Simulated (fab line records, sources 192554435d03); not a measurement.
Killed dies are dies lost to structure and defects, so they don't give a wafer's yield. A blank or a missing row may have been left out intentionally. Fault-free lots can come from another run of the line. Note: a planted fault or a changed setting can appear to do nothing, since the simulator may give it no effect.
Matching of chambers | flow n5_finfet | N5_BEOL_M1_STRIP_36 on rie_diel-03 has 4 sister chambers
The step strips in N2/H2. 4 wafers are shown with their chamber, then 12 later ones without.

## WAFERS PAIRED WITH THEIR CHAMBERS
wafer  | chamber | showerhead_plenum_p_Torr (Torr)
L084.4 | 3       | 2.45
L085.3 | 1       | 2.59
L087.3 | 2       | 2.43
L087.6 | 0       | 2.42

## WAFERS MISSING THEIR CHAMBER
wafer  | showerhead_plenum_p_Torr (Torr)
L088.1 | 2.43
L088.4 | 2.59
L088.6 | 2.59
L090.1 | 2.41
L090.3 | 2.59
L090.4 | 2.45
L093.1 | 2.43
L093.3 | 2.41
L093.4 | 2.44
L096.1 | 2.58
L096.4 | 2.44
L096.5 | 2.41

## CHAMBER TAKEN BY EACH
wafer  | from the rows above          | in truth
L088.1 | can't be placed: 2 or 0      | 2
L088.4 | 1                            | 1
L088.6 | 1                            | 1
L090.1 | can't be placed: 0 or 2      | 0
L090.3 | 1                            | 1
L090.4 | 3                            | 3
L093.1 | can't be placed: 2 or 0      | 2
L093.3 | can't be placed: 0 or 2      | 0
L093.4 | can't be placed: 2 or 3 or 0 | 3
L096.1 | 1                            | 1
L096.4 | can't be placed: 2 or 3 or 0 | 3
L096.5 | can't be placed: 0 or 2      | 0
Correctly placed: 5 of 12. Not placeable from these rows: 7 (in 7, the candidates include the true chamber). Wrongly placed: 0.
How it was worked out, from the rows above alone: a wafer's distance from a chamber is the root of the sum, over the readings, of the square of ((its reading less the chamber's mean) divided by the reading's scatter). If the next closest chamber is less than 2 further off than the closest, the wafer can't be placed; otherwise it belongs to the closest. Each chamber's mean is taken over the wafers shown for it. The scatter: root of mean squared gap, hidden wafer to nearest shown wafer, with one shown wafer a chamber.
